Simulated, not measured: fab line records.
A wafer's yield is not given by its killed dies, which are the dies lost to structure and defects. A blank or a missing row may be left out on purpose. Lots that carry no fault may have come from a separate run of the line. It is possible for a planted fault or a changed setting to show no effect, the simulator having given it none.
Struck lot and sound lot, side by side | flow nand harc | 13 out of 1302 route steps
Sound: these wafers, L497.3, L497.4, L497.6. Struck: wafer L515.4 (left out: L515.3, L515.6 of the same lot, which were not struck); the cause appears at the end.
Order at every step that has rows: each side's tool, ch and its chambers, its first start. Under that, the readings that differ: sound wafers | struck wafers | difference of the means | sigmas: that difference in standard deviations of wafers without a fault.
alike: readings whose means differ by less than 2 such deviations, and words and numbers that are the same on both sides. not compared: withheld readings, readings that some wafer has no value for, bounds like >300 that may hide the same value, and numbers for which the record gives no deviation and whose values overlap.
The two part at a step that has a row with sigmas, a row that says differs or no value, or rows on one side only. Numbers that don't overlap but have no deviation are shown without sigmas and don't part them. A reading missing from all wafers of one side parts the sides only when that side holds two or more wafers.

NHARC_A_SLIT_CD_MEAS_21:
  sound: cd sem-02 at day 21 08:47; struck: cd sem-03 at day 29 11:35
  alike: cd nm
then, 3 steps without rows for these wafers: NHARC_A_SIN_REMOVE_WET_00 (chemistry H3PO4, time 15300 s); NHARC_A_SIN_REMOVE_PRECLEAN_01 (cleans in SC1); NHARC_A_SIN_REMOVE_SRD_02.
NHARC_A_SIN_REMOVE_INSPECT_04:
  sound: defect inspect-01 at day 21 15:29; struck: defect inspect-01 at day 29 18:07
  alike: raw defect count
NHARC_A_WL_FILL_ALD_00: deposits Al2O3, target thk 3 nm, pulse time 3 s, ald cycles 30.
  sound on ald hk-04 ch 0,1,2, day 21 16:59; struck on ald hk-02 ch 2, day 29 18:13
  alike: heater power w, precursor pulse height rel
  not compared: since wet clean h
NHARC_A_WL_FILL_RTA_01: time 5 s.
  sound on rtp anneal-02 ch 0, day 21 17:19; struck on rtp anneal-01 ch 0, day 29 18:32
  reading             | sound          | struck | difference | sigmas
  lamp power pct (%)  | 33.6 33.6 33.5 | 32.0   | -1.6       | -2
  lamp_zone_7_pct (%) | 34.2 34.1 34.1 | 32.5   | -1.6       | -2
  alike: wafer_temp_C_max
NHARC_A_WL_FILL_ALD_02: deposits TiN, target thk 2 nm, pulse time 3 s, ald cycles 100.
  sound on ald metal-04 ch 1,2, day 21 17:28; struck on ald metal-02 ch 0, day 29 18:44
  alike: heater power w, precursor pulse height rel
  not compared: since wet clean h
NHARC_A_WL_FILL_CVD_03: deposits W, target thk 40 nm, time 279 s.
  sound on cvd w-01 ch 0,1, day 21 18:01; struck on cvd w-01 ch 0, day 29 19:14
  reading            | sound       | struck | difference | sigmas
  heater power w (W) | 404 513 504 | 398    | -76        | -2
  alike: throttle valve pct
  not compared: since wet clean h
NHARC_A_WL_FILL_ETCHBACK_04: etches the open film in NF3, target depth 60 nm, time 120 s.
  sound on rie metal-02 ch 0,1, day 21 18:20; struck on rie metal-01 ch 0, day 29 19:35
  reading                     | sound          | struck | difference | sigmas
  drypump motor current A (A) | 5.74 5.11 5.11 | 6.04   | +0.72      | +2
  alike: oes product au, run length s
  not compared: rf hours counter h
NHARC_A_WL_FILL_ETCHBACK_05: etches the open film in Cl2/BCl3, target depth 22 nm, time 60 s.
  sound on rie metal-02 ch 0,1, day 21 18:32; struck on rie metal-01 ch 1, day 29 19:47
  reading          | sound          | struck | difference | sigmas
  run length s (s) | 81.2 81.8 81.9 | 83.9   | +2.3       | +8
  alike: drypump motor current A, oes product au
  not compared: rf hours counter h
then, 2 steps without rows for these wafers: NHARC_A_WL_FILL_STRIP_27 (strips in N2/H2, time 20 s); NHARC_END_SORT_01.

## WHERE THEY PART
At NHARC_A_WL_FILL_RTA_01 first; at NHARC_A_WL_FILL_ETCHBACK_05 last (within this record only).

WHY: whatever the simulator had introduced
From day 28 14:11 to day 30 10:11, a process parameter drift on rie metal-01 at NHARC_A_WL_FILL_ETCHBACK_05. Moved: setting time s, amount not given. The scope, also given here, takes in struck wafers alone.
